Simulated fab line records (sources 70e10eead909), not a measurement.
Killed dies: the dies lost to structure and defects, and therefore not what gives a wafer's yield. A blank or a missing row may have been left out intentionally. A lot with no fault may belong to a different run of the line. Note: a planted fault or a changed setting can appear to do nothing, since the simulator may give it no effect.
Matching of chambers ; flow nand-harc ; pecvd-01 running NHARC_A_M0_PRE_CLEAN_31: 3 sister chambers
The step time 12 s. 6 wafers are shown with their chamber, then 7 later ones without.

## WAFERS PAIRED WITH THEIR CHAMBERS
wafer;chamber;heater-power-w (W)
L082.6;2;802
L084.3;0;748
L084.5;2;711
L084.6;1;650
L088.1;0;658
L088.3;1;699

## WAFERS MISSING THEIR CHAMBER
wafer;heater-power-w (W)
L088.4;718
L090.1;683
L090.3;693
L090.4;693
L096.1;817
L096.3;683
L096.4;725

## THE CHAMBER EACH PASSED THROUGH
wafer;from the rows above;in truth
L088.4;can't be placed: 0 or 2 or 1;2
L090.1;can't be placed: 1 or 0 or 2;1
L090.3;can't be placed: 0 or 1 or 2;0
L090.4;can't be placed: 0 or 1 or 2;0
L096.1;can't be placed: 2 or 0 or 1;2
L096.3;can't be placed: 1 or 0 or 2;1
L096.4;can't be placed: 0 or 2 or 1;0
0 of 7 placed correctly. Unplaceable from these rows: 7, with the true chamber sitting among the candidates in 7. 0 placed wrongly.
How it was worked out, from the rows above alone: a wafer's distance from a chamber is the root of the sum, over the readings, of the square of ((its reading less the chamber's mean) divided by the reading's scatter). The wafer belongs to the nearest chamber; if the next one is less than 2 further off, it can't be placed. For every chamber, the mean is computed from those of its wafers that are shown. How the scatter is found: for the shown wafers, subtract from each reading the mean of its chamber, square and add these, divide the total by (wafers less chambers), then take the root.
